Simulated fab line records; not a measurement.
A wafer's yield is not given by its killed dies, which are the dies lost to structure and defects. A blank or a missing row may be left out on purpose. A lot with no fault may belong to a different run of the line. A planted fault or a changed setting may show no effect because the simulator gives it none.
A struck lot beside a sound one || flow nand harc || 14 out of 1302 route steps
Sound: these wafers, L380.2, L380.4, L380.6. Wafers struck: L388.2, L388.4, L388.5. The cause is named last.
Each step with rows lists, per side, the tool, then ch with its chambers, then its first start. Under that, the readings that differ: sound wafers || struck wafers || difference of the means || sigmas: that difference in standard deviations of wafers without a fault.
alike: a reading whose means differ by less than 2 such deviations, as well as words and numbers matching on both sides. not compared: withheld readings; readings where some wafer has no value; bounds like >300 that might hide an equal value; numbers whose values overlap and for which the record gives no deviation.
Wherever a step has rows on one side only, a row that says differs or no value, or a row with sigmas, the two part there. Numbers that have no deviation but don't overlap get no sigmas and don't part them. Lack of a reading on every wafer of one side parts them only where that side has two or more wafers.

first, 8 steps without rows for these wafers: NHARC_P_GATE_DEHYDRATE_38 (time 120 s); NHARC_P_GATE_HMDS_39 (time 30 s); NHARC_P_GATE_COAT_40; NHARC_P_GATE_SOFTBAKE_41 (time 95 s); NHARC_P_GATE_EBR_42; NHARC_P_GATE_EXPOSE_43 (exposes mask P NSD, target cd 720 nm); NHARC_P_GATE_PEB_44 (peb time 85 s); NHARC_P_GATE_DEVELOP_45 (time 70 s).
NHARC_P_GATE_CD_MEAS_46 targets a cd of 720 nm.
  sound on cd sem-02 ch 0, day 7 00:25; struck on cd sem-03 ch 0, day 10 08:17
{"reading": "cd nm (nm)", "sound": "716.9 718.4 719.2", "struck": "723.3 722.7 720.3", "difference": "+3.9", "sigmas": "+2"}
then, 1 step without rows for these wafers: NHARC_P_GATE_HARDBAKE_47 (time 80 s).
NHARC_P_GATE_DESCUM_48: chemistry O2, time 3 s.
  sound on rie diel-07 ch 0,2, day 7 00:35; struck on rie diel-07 ch 0,1,2, day 10 08:28
  alike: drypump motor current A, oes product au, rf vpp V, showerhead plenum p Torr, throttle valve pct
  not compared: rf hours counter h
after that, 1 step had no rows for these wafers: NHARC_P_GATE_IMPLANT_49.
NHARC_P_GATE_STRIP_111: strips in N2/H2, time 250 s.
  sound on plasma asher-02 ch 0,1, day 7 00:59; struck on plasma asher-02 ch 0,1, day 10 08:52
  no value came back on the struck wafers for drypump motor current A (A), heater power w (W); on the sound wafers drypump motor current A (A) reads 6.3 5.1 6.3
  not compared: rf hours counter h
NHARC_P_GATE_STRIP_75: strips in O2.
  sound on plasma asher-02 ch 0,1, day 7 01:15; struck on plasma asher-02 ch 0,1, day 10 09:08
  alike: drypump motor current A, heater power w
  not compared: rf hours counter h

== WHERE THEY PART ==
Earliest at NHARC_P_GATE_CD_MEAS_46; latest, in this record, at NHARC_P_GATE_STRIP_111. Later steps at which nothing parts them and some readings are alike: NHARC_P_GATE_STRIP_75.

WHY: what the simulator had put in
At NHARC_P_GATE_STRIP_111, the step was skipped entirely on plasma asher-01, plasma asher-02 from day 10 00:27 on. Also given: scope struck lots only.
